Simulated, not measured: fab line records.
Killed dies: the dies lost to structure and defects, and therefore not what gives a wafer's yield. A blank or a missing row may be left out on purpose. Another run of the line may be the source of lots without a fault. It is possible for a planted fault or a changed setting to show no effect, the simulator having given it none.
Chamber matching :: flow n5Finfet :: 4 sister chambers for N5_MOL_CONTACT_COAG_DESCUM_13 on rieDiel-06
The step chemistry O2, time 7 s. 20 wafers are shown with their chamber, then 10 later ones without.

EACH WAFER AND ITS CHAMBER
wafer: L077.2
chamber: 2
drypumpMotorCurrentA (A): 5.7
throttleValvePct (%): 20.45
showerheadPlenumPTorr (Torr): 1.98

wafer: L077.3
chamber: 1
drypumpMotorCurrentA (A): 5.4
throttleValvePct (%): 20.08
showerheadPlenumPTorr (Torr): 2.09

wafer: L077.5
chamber: 3
drypumpMotorCurrentA (A): 6.5
throttleValvePct (%): 20.29
showerheadPlenumPTorr (Torr): 2.00

wafer: L079.2
chamber: 2
drypumpMotorCurrentA (A): 5.6
throttleValvePct (%): 20.46
showerheadPlenumPTorr (Torr): 1.98

wafer: L079.4
chamber: 1
drypumpMotorCurrentA (A): 5.4
throttleValvePct (%): 20.09
showerheadPlenumPTorr (Torr): 2.09

wafer: L079.6
chamber: 2
drypumpMotorCurrentA (A): 5.7
throttleValvePct (%): 20.45
showerheadPlenumPTorr (Torr): 1.98

wafer: L083.2
chamber: 1
drypumpMotorCurrentA (A): 5.4
throttleValvePct (%): 20.11
showerheadPlenumPTorr (Torr): 2.09

wafer: L083.3
chamber: 2
drypumpMotorCurrentA (A): 5.7
throttleValvePct (%): 20.46
showerheadPlenumPTorr (Torr): 1.98

wafer: L083.4
chamber: 3
drypumpMotorCurrentA (A): 6.4
throttleValvePct (%): 20.30
showerheadPlenumPTorr (Torr): 1.99

wafer: L085.1
chamber: 0
drypumpMotorCurrentA (A): 5.0
throttleValvePct (%): 20.77
showerheadPlenumPTorr (Torr): 2.18

wafer: L085.2
chamber: 1
drypumpMotorCurrentA (A): 5.4
throttleValvePct (%): 20.10
showerheadPlenumPTorr (Torr): 2.09

wafer: L085.3
chamber: 3
drypumpMotorCurrentA (A): 6.4
throttleValvePct (%): 20.34
showerheadPlenumPTorr (Torr): 1.99

wafer: L087.1
chamber: 0
drypumpMotorCurrentA (A): 5.1
throttleValvePct (%): 20.78
showerheadPlenumPTorr (Torr): 2.18

wafer: L087.5
chamber: 0
drypumpMotorCurrentA (A): 5.0
throttleValvePct (%): 20.79
showerheadPlenumPTorr (Torr): 2.18

wafer: L087.6
chamber: 1
drypumpMotorCurrentA (A): 5.4
throttleValvePct (%): 20.12
showerheadPlenumPTorr (Torr): 2.09

wafer: L090.1
chamber: 1
drypumpMotorCurrentA (A): 5.4
throttleValvePct (%): 20.12
showerheadPlenumPTorr (Torr): 2.08

wafer: L090.3
chamber: 2
drypumpMotorCurrentA (A): 5.7
throttleValvePct (%): 20.17
showerheadPlenumPTorr (Torr): 2.24

wafer: L090.4
chamber: 3
drypumpMotorCurrentA (A): 6.4
throttleValvePct (%): 20.34
showerheadPlenumPTorr (Torr): 1.99

wafer: L091.1
chamber: 3
drypumpMotorCurrentA (A): 6.4
throttleValvePct (%): 20.33
showerheadPlenumPTorr (Torr): 1.99

wafer: L091.2
chamber: 2
drypumpMotorCurrentA (A): 5.6
throttleValvePct (%): 20.18
showerheadPlenumPTorr (Torr): 2.24

SIGNATURES (averages over the wafers above)
reading: drypumpMotorCurrentA
chamber 0: 5.033
chamber 1: 5.400
chamber 2: 5.667
chamber 3: 6.420
scatter within a chamber: 0.0418

reading: throttleValvePct
chamber 0: 20.7800
chamber 1: 20.1033
chamber 2: 20.3617
chamber 3: 20.3200
scatter within a chamber: 0.0823

reading: showerheadPlenumPTorr
chamber 0: 2.1800
chamber 1: 2.0883
chamber 2: 2.0667
chamber 3: 1.9920
scatter within a chamber: 0.0751
Rule: a wafer lies at a distance from a chamber equal to the root of the sum of squares, over the readings, of (its reading less the chamber's mean, divided by the reading's scatter). If the next closest chamber is less than 2 further off than the closest, the wafer can't be placed; otherwise it belongs to the closest. The scatter is the square root of a quotient: the sum, over the shown wafers, of each reading's squared deviation from its chamber's mean, divided by wafers minus chambers.

WAFERS MISSING THEIR CHAMBER
wafer: L091.6
drypumpMotorCurrentA (A): 5.7
throttleValvePct (%): 20.17
showerheadPlenumPTorr (Torr): 2.24

wafer: L092.1
drypumpMotorCurrentA (A): 5.0
throttleValvePct (%): 20.81
showerheadPlenumPTorr (Torr): 2.17

wafer: L092.2
drypumpMotorCurrentA (A): 5.6
throttleValvePct (%): 20.18
showerheadPlenumPTorr (Torr): 2.24

wafer: L092.4
drypumpMotorCurrentA (A): 5.4
throttleValvePct (%): 20.12
showerheadPlenumPTorr (Torr): 2.08

wafer: L095.1
drypumpMotorCurrentA (A): 5.6
throttleValvePct (%): 20.18
showerheadPlenumPTorr (Torr): 2.24

wafer: L095.2
drypumpMotorCurrentA (A): 5.4
throttleValvePct (%): 20.13
showerheadPlenumPTorr (Torr): 2.08

wafer: L095.6
drypumpMotorCurrentA (A): 6.4
throttleValvePct (%): 20.35
showerheadPlenumPTorr (Torr): 1.98

wafer: L097.1
drypumpMotorCurrentA (A): 5.4
throttleValvePct (%): 20.14
showerheadPlenumPTorr (Torr): 2.08

wafer: L097.2
drypumpMotorCurrentA (A): 5.7
throttleValvePct (%): 20.20
showerheadPlenumPTorr (Torr): 2.23

wafer: L097.5
drypumpMotorCurrentA (A): 5.4
throttleValvePct (%): 20.15
showerheadPlenumPTorr (Torr): 2.08

WHICH CHAMBER EACH ONE RAN IN
wafer: L091.6
from the rows above: 2
in truth: 2

wafer: L092.1
from the rows above: 0
in truth: 0

wafer: L092.2
from the rows above: can't be placed: 2 or 1
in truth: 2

wafer: L092.4
from the rows above: 1
in truth: 1

wafer: L095.1
from the rows above: can't be placed: 2 or 1
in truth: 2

wafer: L095.2
from the rows above: 1
in truth: 1

wafer: L095.6
from the rows above: 3
in truth: 3

wafer: L097.1
from the rows above: 1
in truth: 1

wafer: L097.2
from the rows above: 2
in truth: 2

wafer: L097.5
from the rows above: 1
in truth: 1
Placed correctly: 8 of 10. Can't be placed from these rows: 2 (the true chamber is among the candidates in 2). Placed wrongly: 0.
